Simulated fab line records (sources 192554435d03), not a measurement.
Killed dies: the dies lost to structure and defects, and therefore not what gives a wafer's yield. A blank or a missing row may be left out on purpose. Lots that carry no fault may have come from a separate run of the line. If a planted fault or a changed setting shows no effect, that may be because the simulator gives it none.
A struck lot beside a sound one | flow n5_finfet | 26 out of 1938 route steps
Sound: wafers L974.3, L974.4, L974.6. The struck wafers were L979.3, L979.4, L979.5. The cause is given at the end.
Order at every step that has rows: each side's tool, ch and its chambers, its first start. Under that, the readings that differ: sound wafers | struck wafers | difference of the means | sigmas: that difference in standard deviations of wafers without a fault.
alike: readings with means less than 2 such deviations apart, plus words and numbers identical on both sides. not compared: withheld readings, readings lacking a value on some wafer, bounds such as >300 that could conceal the same value, and numbers that have no deviation in the record and whose values overlap.
Wherever a step has rows on one side only, a row that says differs or no value, or a row with sigmas, the two part there. When numbers do not overlap yet have no deviation, they are printed without sigmas and do not part them. A reading missing from all wafers of one side parts the sides only when that side holds two or more wafers.

first, 9 steps without rows for these wafers: N5_MOL_CONTACT_COAG_SRD_126 (dry time 32 s); N5_MOL_CONTACT_COAG_CMP_23 (polishes, stops on SiO2, t overpolish 1.5 s, target thk 0 nm); N5_MOL_CONTACT_COAG_WET_ETCH_26 (target Co, target depth 13 nm); N5_MOL_CONTACT_COAG_WET_ETCH_116 (etches the open film in SC1-inhibited, target depth 4.6 nm, rinse time 30 s); N5_MOL_CONTACT_COAG_ALD_27 (deposits SiOC, target thk 17 nm, pulse time 1.5 s, time 2720 s); N5_MOL_CONTACT_COAG_CMP_28 (polishes, stops on SiNx, t overpolish 0.85 s, target thk 14.522 nm); N5_MOL_CONTACT_COAG_ALD_123 (deposits SiNx, target thk 5 nm, pulse time 1 s, purge time 2 s); N5_MOL_CONTACT_COAG_PECVD_31 (deposits SiO2 from TEOS/O2, target thk 46 nm, time 8.9 s); N5_MOL_CONTACT_COAG_COAT_75 (time 60 s, resist thk 60 nm).
N5_MOL_CONTACT_COAG_COAT_76: time 60 s, resist thk 10 nm.
  sound on litho_track-01 ch 0, day 5 10:34; struck on litho_track-01 ch 0, day 6 20:53
  reading              | sound                | struck               | difference | sigmas
  spin_speed_rpm (rpm) | 1500.7 1500.9 1502.8 | 1425.9 1426.7 1425.6 | -75.4      | -78
then, 9 steps without rows for these wafers: N5_MOL_CONTACT_COAG_COAT_77 (time 60 s, resist thk 10 nm); N5_MOL_CONTACT_COAG_COAT_78 (resist thk 40 nm); N5_MOL_CONTACT_COAG_EBR_80; N5_MOL_CONTACT_COAG_SOFTBAKE_79 (time 60 s); N5_MOL_CONTACT_COAG_EXPOSE_81 (exposes mask VG, defocus 0 nm); N5_MOL_CONTACT_COAG_PEB_82 (peb time 60 s); N5_MOL_CONTACT_COAG_DEVELOP_83 (develop time 30 s); N5_MOL_CONTACT_COAG_DESCUM_88 (chemistry O2, time 7 s); N5_MOL_CONTACT_COAG_ETCH_89 (etches underlayer in N2/H2, target depth 13 nm, time 10.4 s).
N5_MOL_CONTACT_COAG_ETCH_90: etches SiARC in CF4, target depth 13 nm, time 21.7 s.
  sound on rie_diel-03 ch 1,3, day 5 11:30; struck on rie_diel-06 ch 0,1, day 6 21:26
  reading                  | sound            | struck            | difference | sigmas
  model.etch.depth_nm (nm) | 9.957 9.942 9.93 | 10.26 10.25 10.27 | +0.32      |
  alike: cf4_flow_sccm, drypump_motor_current_A, etch_rf_on_time_s, oes_product_au, rf_vpp_V, showerhead_plenum_p_Torr, throttle_valve_pct
  not compared: rf_hours_counter_h
then, 2 steps without rows for these wafers: N5_MOL_CONTACT_COAG_ALD_131 (deposits SiO2, target thk 5 nm, pulse time 1 s, co reactant pulse time 1 s); N5_MOL_CONTACT_COAG_ETCHBACK_132 (etches SiO2 in CHF3, target depth 10 nm, time 6.7 s).
N5_MOL_CONTACT_COAG_ETCH_91: etches SOC in N2/H2, target depth 60 nm, overetch 21 nm, time 101.2 s.
  sound on rie_diel-04 ch 1,2,3, day 5 11:58; struck on rie_diel-03 ch 2,3, day 6 22:11
  reading                                             | sound       | struck      | difference | sigmas
  model.SiARC_of_MOL_CONTACT_COAG_COAT_76.thk_nm (nm) | 5.6 5.6 5.8 | 6.2 6.2 6.2 | +0.5       |
  alike: drypump_motor_current_A, h2_flow_sccm, oes_product_au, rf_vpp_V, showerhead_plenum_p_Torr, throttle_valve_pct
  not compared: rf_hours_counter_h
then, 1 step without rows for these wafers: N5_MOL_CONTACT_COAG_STRIP_92 (strips in N2/H2).
-- the record jumps here: 3 days lie between the struck wafers' starts before and after (it left off in module MOL_CONTACT_COAG and takes up again in module BEOL_M4, whose first step shown is number 1111 of the route) --
N5_BEOL_M4_RC_MEAS_101:
  sound on prober-01 ch 0, day 8 07:29; struck on prober-01 ch 0, day 9 17:41
  alike: DIBL_N, DIBL_P, IOFF_N, IOFF_P, ION_N, ION_P, SS_N, SS_P, VT_N, VT_P
next, for these wafers, 1 step has no rows: N5_PASSIVATION_PROBE_49.

== WHERE THEY PART ==
Only at N5_MOL_CONTACT_COAG_COAT_76, as far as this record shows. Later steps at which nothing parts them and some readings are alike: N5_MOL_CONTACT_COAG_ETCH_90, N5_MOL_CONTACT_COAG_ETCH_91, N5_BEOL_M4_RC_MEAS_101.

WHY: whatever the simulator had introduced
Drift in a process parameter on litho_track-01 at N5_MOL_CONTACT_COAG_COAT_76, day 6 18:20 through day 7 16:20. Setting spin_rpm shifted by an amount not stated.
